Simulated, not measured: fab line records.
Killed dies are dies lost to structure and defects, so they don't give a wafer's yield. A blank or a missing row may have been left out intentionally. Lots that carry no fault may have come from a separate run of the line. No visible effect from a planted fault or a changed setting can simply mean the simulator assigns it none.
Chamber matching    flow nandHarc    NHARC_P_CONTACT_ALD_22 on aldMetal-03: 4 sister chambers
The step deposits TiN, target thk 3 nm, pulse time 1 s, ald cycles 150. 18 wafers are shown with their chamber, then 9 later ones without.

## WAFERS PAIRED WITH THEIR CHAMBERS
wafer   chamber  heaterPowerW (W)  precursorPulseHeightRel
L076.2  0        940               0.999
L076.4  3        978               0.974
L076.6  2        1146              1.010
L077.1  3        962               0.979
L077.5  2        1134              0.982
L077.6  3        968               0.991
L080.1  0        936               0.972
L080.2  1        831               0.964
L080.6  1        822               1.009
L085.1  0        984               1.000
L085.4  3        976               0.982
L085.6  3        990               0.978
L087.2  3        966               0.995
L087.4  1        754               1.025
L087.5  0        985               1.002
L088.1  3        1007              1.023
L088.5  3        961               0.988
L088.6  2        1098              1.001

SIGNATURES (averages over the wafers above)
reading                  chamber 0  chamber 1  chamber 2  chamber 3  scatter within a chamber
heaterPowerW             961.25     802.33     1126.00    976.00     24.9
precursorPulseHeightRel  0.99325    0.99933    0.99767    0.98875    0.0183
Rule: a wafer's distance from a chamber is the root of the sum, over the readings, of the square of ((its reading less the chamber's mean) divided by the reading's scatter). If the next closest chamber is less than 2 further off than the closest, the wafer can't be placed; otherwise it belongs to the closest. The scatter: take each reading less its chamber's mean, square it, sum over the shown wafers, divide by the number of wafers less the number of chambers, and take the root.

## WAFERS WHOSE CHAMBER IS MISSING
wafer   heaterPowerW (W)  precursorPulseHeightRel
L092.1  992               0.987
L092.2  1007              1.029
L092.4  769               0.992
L096.4  1013              0.999
L096.5  1012              1.037
L096.6  1060              0.988
L097.1  820               0.976
L097.4  1044              0.993
L097.6  766               1.048

## WHICH CHAMBER EACH WENT THROUGH
wafer   from the rows above           in truth
L092.1  can't be placed: 3 or 0       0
L092.2  can't be placed: 3 or 0       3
L092.4  1                             1
L096.4  can't be placed: 3 or 0       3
L096.5  can't be placed: 3 or 0       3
L096.6  can't be placed: 2 or 3 or 0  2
L097.1  1                             1
L097.4  can't be placed: 3 or 2 or 0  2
L097.6  1                             1
Correctly placed: 3 of 9. Cannot be placed on the basis of these rows: 6; the candidates contain the true chamber in 6. Wrongly placed: 0.
